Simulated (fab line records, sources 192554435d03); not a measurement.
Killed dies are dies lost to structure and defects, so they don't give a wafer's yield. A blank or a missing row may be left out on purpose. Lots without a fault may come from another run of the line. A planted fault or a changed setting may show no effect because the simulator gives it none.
Chamber matching | flow n5_finfet | N5_BEOL_M12_DESCUM_33 on rie_diel-01: 4 sister chambers
The step chemistry O2, time 7.9 s. 4 wafers are shown with their chamber, then 12 later ones without.

WAFERS WITH THEIR CHAMBER
wafer  | chamber | showerhead_plenum_p_Torr (Torr)
L082.3 | 3       | 2.07
L085.3 | 2       | 2.05
L086.5 | 0       | 2.17
L086.6 | 1       | 2.06

WAFERS WITHOUT THEIR CHAMBER
wafer  | showerhead_plenum_p_Torr (Torr)
L091.3 | 2.17
L091.4 | 2.04
L091.6 | 2.07
L092.3 | 2.16
L092.5 | 2.16
L092.6 | 2.04
L096.1 | 2.03
L096.5 | 2.05
L096.6 | 2.03
L097.2 | 2.06
L097.3 | 2.16
L097.6 | 2.05

WHICH CHAMBER EACH WENT THROUGH
wafer  | from the rows above          | in truth
L091.3 | 0                            | 0
L091.4 | can't be placed: 2 or 1 or 3 | 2
L091.6 | can't be placed: 3 or 1 or 2 | 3
L092.3 | 0                            | 0
L092.5 | 0                            | 0
L092.6 | can't be placed: 2 or 1 or 3 | 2
L096.1 | can't be placed: 2 or 1 or 3 | 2
L096.5 | can't be placed: 2 or 1 or 3 | 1
L096.6 | can't be placed: 2 or 1 or 3 | 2
L097.2 | can't be placed: 1 or 3 or 2 | 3
L097.3 | 0                            | 0
L097.6 | can't be placed: 2 or 1 or 3 | 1
Placed correctly: 4 of 12. Can't be placed from these rows: 8 (the true chamber is among the candidates in 8). Placed wrongly: 0.
How it was worked out, from the rows above alone: a wafer's distance from a chamber is the root of the sum, over the readings, of the square of ((its reading less the chamber's mean) divided by the reading's scatter). The wafer belongs to the nearest chamber; if the next one is less than 2 further off, it can't be placed. A chamber's mean is the mean of its shown wafers. The scatter: with one shown wafer a chamber, the root of the mean of the squares of how far each hidden wafer lies from its nearest shown one.
